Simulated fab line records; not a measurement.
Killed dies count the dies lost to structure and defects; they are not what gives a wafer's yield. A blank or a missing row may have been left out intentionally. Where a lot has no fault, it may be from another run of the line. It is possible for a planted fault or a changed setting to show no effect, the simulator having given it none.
One fault through the eyes of 2 desks || flow n5 finfet || every desk sees just its own numbers, and what lay behind them comes last

THE METROLOGY DESK
What the gauges read, lot by lot, whatever tool the lot ran on: means of the sampled wafers that have a number. Any lot whose mean is over 4 standard deviations away from the usual mean is out of limits and marked OUT; that distance is given in the brackets. Readings shown: 7 out of 14 (the first out of limits, and those lying furthest out on some lot).
Columns: A = cd nm at N5_DUMMY_GATE_CD_MEAS_50, usual 14.02 nm; B = cd nm at N5_DUMMY_GATE_CD_MEAS_24, usual 15.1 nm; C = DIBL_N at N5_BEOL_M4_RC_MEAS_101, usual 36.4 mV/V; D = IOFF_P at N5_BEOL_M4_RC_MEAS_101, usual 0.21 nA/um; E = SS_P at N5_BEOL_M4_RC_MEAS_101, usual 73.2 mV/dec; F = VT_N at N5_BEOL_M4_RC_MEAS_101, usual 250.0 mV; G = VT_P at N5_BEOL_M4_RC_MEAS_101, usual -250 mV
{"lot": "L535", "first seen here": "day 3 01:36", "A": 13.91, "B": 14.6, "C": 37.6, "D": 0.23, "E": 73.5, "F": 246.2, "G": -250}
{"lot": "L538", "first seen here": "day 3 19:58", "A": 14.05, "B": 15.4, "C": 35.4, "D": 0.21, "E": 73.2, "F": 251.8, "G": -248}
{"lot": "L539", "first seen here": "day 4 01:03", "A": 13.79, "B": 14.9, "C": 37.3, "D": 0.28, "E": 73.9, "F": 248.5, "G": -243}
{"lot": "L542", "first seen here": "day 4 19:42", "A": 14.16, "B": 14.6, "C": 38.3, "D": 0.24, "E": 73.6, "F": 245.9, "G": -247}
{"lot": "L544", "first seen here": "day 5 10:34", "A": "11.95 (-7.7) OUT", "B": "12.9 (-6.8) OUT", "C": 38.6, "D": 0.25, "E": 73.2, "F": 245.3, "G": -248}
{"lot": "L546", "first seen here": "day 5 18:28", "A": "10.78 (-12) OUT", "B": "12.4 (-8.2) OUT", "C": 37.7, "D": 0.18, "E": 73.2, "F": 249.1, "G": -258}
{"lot": "L548", "first seen here": "day 6 07:49", "A": "11.32 (-10) OUT", "B": "12.2 (-8.8) OUT", "C": 37.7, "D": 0.20, "E": 74.1, "F": 250.4, "G": -252}
{"lot": "L553", "first seen here": "day 7 15:35", "A": 14.25, "B": 15.3, "C": 34.3, "D": 0.19, "E": 72.7, "F": 251.3, "G": -250}
{"lot": "L555", "first seen here": "day 8 01:19", "A": 13.76, "B": 14.8, "C": 36.5, "D": 0.21, "E": 73.7, "F": 249.9, "G": -252}
Finding of this desk: L544, L546, L548 out of limits; the first was L544 at day 5 19:47, on cd nm at N5_DUMMY_GATE_CD_MEAS_50. L535, L538, L539, L542, L553, L555: within limits.

FOR THE TOOL OWNER'S DESK: rie si-02
The tool's own readings at N5_DUMMY_GATE_TRIM_49 (chemistry O2, time 29 s, target cd 14 nm): means of the sampled wafers that have a number, for each lot that ran on this tool. Any lot whose mean is over 4 standard deviations away from the usual mean is out of limits and marked OUT; that distance is given in the brackets.
Columns: A = drypump motor current A at N5_DUMMY_GATE_TRIM_49, usual 5.8 A; B = oes product au at N5_DUMMY_GATE_TRIM_49, usual 1.003 a.u.; C = throttle valve pct at N5_DUMMY_GATE_TRIM_49, usual 8.15 %
{"lot": "L538", "first seen here": "day 4 04:55", "A": 6.1, "B": 1.008, "C": 8.18}
{"lot": "L539", "first seen here": "day 4 10:48", "A": 5.4, "B": 1.003, "C": 8.24}
{"lot": "L544", "first seen here": "day 5 19:38", "A": 5.5, "B": "1.128 (+6.6) OUT", "C": 8.18}
{"lot": "L546", "first seen here": "day 6 03:25", "A": 5.7, "B": "1.176 (+9.1) OUT", "C": 8.18}
{"lot": "L548", "first seen here": "day 6 16:53", "A": 6.2, "B": "1.193 (+10) OUT", "C": 8.11}
Finding of this desk: L544, L546, L548 out of limits; the first was L544 at day 5 19:38, on oes product au at N5_DUMMY_GATE_TRIM_49. L538, L539: within limits.

ALL TOGETHER
The tool owner's desk had the chance to raise an alarm at day 5 19:38 on L544, L546, L548.
Metrology desk: alarm possible at day 5 19:47 on L544, L546, L548.
Every lot named ran N5_DUMMY_GATE_TRIM_49 on rie si-02.

WHAT THE SIMULATOR PUT IN
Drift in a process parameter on rie si-02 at N5_DUMMY_GATE_TRIM_49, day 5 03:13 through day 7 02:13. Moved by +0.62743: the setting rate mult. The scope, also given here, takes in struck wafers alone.
Lots struck among those shown: L544, L546, L548.
Delay (hours) between the fault's onset and each desk's first out-of-limits reading: 16 at the tool owner's desk, 17 at the metrology desk.
